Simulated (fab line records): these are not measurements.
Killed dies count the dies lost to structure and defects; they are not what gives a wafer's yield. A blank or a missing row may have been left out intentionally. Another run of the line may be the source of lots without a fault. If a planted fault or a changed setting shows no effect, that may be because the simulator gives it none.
Split-lot experiment + flow n5 finfet + 21 wafers read from 7 lots, route of 1938 steps

== ON THE SPLIT ==
At N5_WELL_APT_EXPOSE_05 (exposes mask NWELL, defocus 0 nm, target cd 200 nm), the setting dose mj was moved away from the recipe's 20.3 on 6 of the 21 wafers read, by -4.7% to +5.8%. All remaining wafers had this setting at the recipe value.

== FROM THE SPLIT TO THE READING: what the file shows between them, 3 steps ==
- N5_WELL_APT_PEB_06: peb time 90 s
- N5_WELL_APT_DEVELOP_07: develop time 45 s
- N5_WELL_APT_HARDBAKE_12: time 120 s

== THE READING ==
cd nm (nm) at N5_WELL_APT_CD_MEAS_08, where the cd target is 200 nm. Typical for fault-free wafers on this fab line: 200.2 nm, with standard deviation 1.3 nm.

| wafer  | tool, chamber at the split | dose mj as run | against the recipe | cd nm, nm | against lot-mates on the recipe |
|--------|----------------------------|----------------|--------------------|-----------|---------------------------------|
| L076.1 | krf scanner-01, 0          | 20.3           | recipe             | 197.9     | -                               |
| L076.4 | krf scanner-01, 0          | 20.3           | recipe             | 198.4     | -                               |
| L076.5 | krf scanner-01, 0          | 20.3           | recipe             | 196.4     | -                               |
| L080.1 | krf scanner-02, 0          | 21.47          | +5.8%              | 208.4     | +9.4                            |
| L080.2 | krf scanner-02, 0          | 20.3           | recipe             | 200.5     | -                               |
| L080.4 | krf scanner-02, 0          | 20.3           | recipe             | 197.5     | -                               |
| L081.3 | krf scanner-01, 0          | 19.35          | -4.7%              | 192.6     | -8.3                            |
| L081.4 | krf scanner-01, 0          | 20.3           | recipe             | 200.9     | -                               |
| L081.5 | krf scanner-01, 0          | 19.35          | -4.7%              | 194.2     | -6.7                            |
| L090.4 | krf scanner-02, 0          | 20.3           | recipe             | 199.4     | -                               |
| L090.5 | krf scanner-02, 0          | 20.3           | recipe             | 198.5     | -                               |
| L090.6 | krf scanner-02, 0          | 20.3           | recipe             | 198.7     | -                               |
| L091.2 | krf scanner-01, 0          | 20.3           | recipe             | 200.9     | -                               |
| L091.3 | krf scanner-01, 0          | 20.3           | recipe             | 199.0     | -                               |
| L091.6 | krf scanner-01, 0          | 20.3           | recipe             | 198.9     | -                               |
| L092.2 | krf scanner-01, 0          | 20.3           | recipe             | 198.9     | -                               |
| L092.4 | krf scanner-01, 0          | 21.2           | +4.4%              | 206.0     | +6.1                            |
| L092.5 | krf scanner-01, 0          | 20.3           | recipe             | 200.9     | -                               |
| L097.2 | krf scanner-02, 0          | 20.3           | recipe             | 201.5     | -                               |
| L097.3 | krf scanner-02, 0          | 21.23          | +4.6%              | 206.4     | +4.9                            |
| L097.4 | krf scanner-02, 0          | 21.23          | +4.6%              | 209.8     | +8.3                            |

THE FIT
A straight line over all 21 wafers: cd nm changes by +1.56 nm for each +1% of dose mj; r = +0.94; the points scatter about the line by 1.5 nm.
The same after taking each lot's own level away (the mean of its wafers on the recipe; 21 wafers): +1.53 nm for each +1%; r = +0.97; scatter 1 nm.
Per that fit: largest dose mj move, reading shift of 8.8 nm.
The span of the lots' own levels, 197.57 to 201.50 nm, comes to 3.0 times the standard deviation stated above.
Hence the lot-to-lot level has little effect on the slope; both slopes agree.
Check: with one of the wafers moved furthest among these (+5.8%) left out of the fit, the line predicts +8.54 nm for it against its lot-mates. Against them it came out at +9.4 nm.

== OTHER SPLITS APPLIED TO THESE WAFERS ==
Note: prior to the reading, these wafers also went through further splits. Each is held against what the fit with the lots' levels taken away leaves over:
| other split on the same wafers | wafers away from the commonest value | r with cd nm (lot level and that fit taken away) |
|--------------------------------|--------------------------------------|--------------------------------------------------|
| N5_WELL_APT_COAT_02 spin rpm   | 8                                    | +0.46                                            |

== THE WHOLE CHAIN: every reading that the file lists as answering this split, in the file's order ==
| step                   | what it does             | reading                                                         | change (the file's fit)              | r (the file's) |
|------------------------|--------------------------|-----------------------------------------------------------------|--------------------------------------|----------------|
| N5_WELL_APT_CD_MEAS_08 | target cd 200 nm         | cd nm                                                           | +1.53 nm for each +1% of the setting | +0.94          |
| N5_WELL_APT_DESCUM_13  | chemistry O2, time 7.9 s | WELL_APT.cd nm (the simulator's own value, which no gauge read) | +1.54 nm for each +1% of the setting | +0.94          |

== THE FILE'S OWN FIT ==
cd nm changes by +1.53 nm for each +1% of dose mj, r = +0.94.
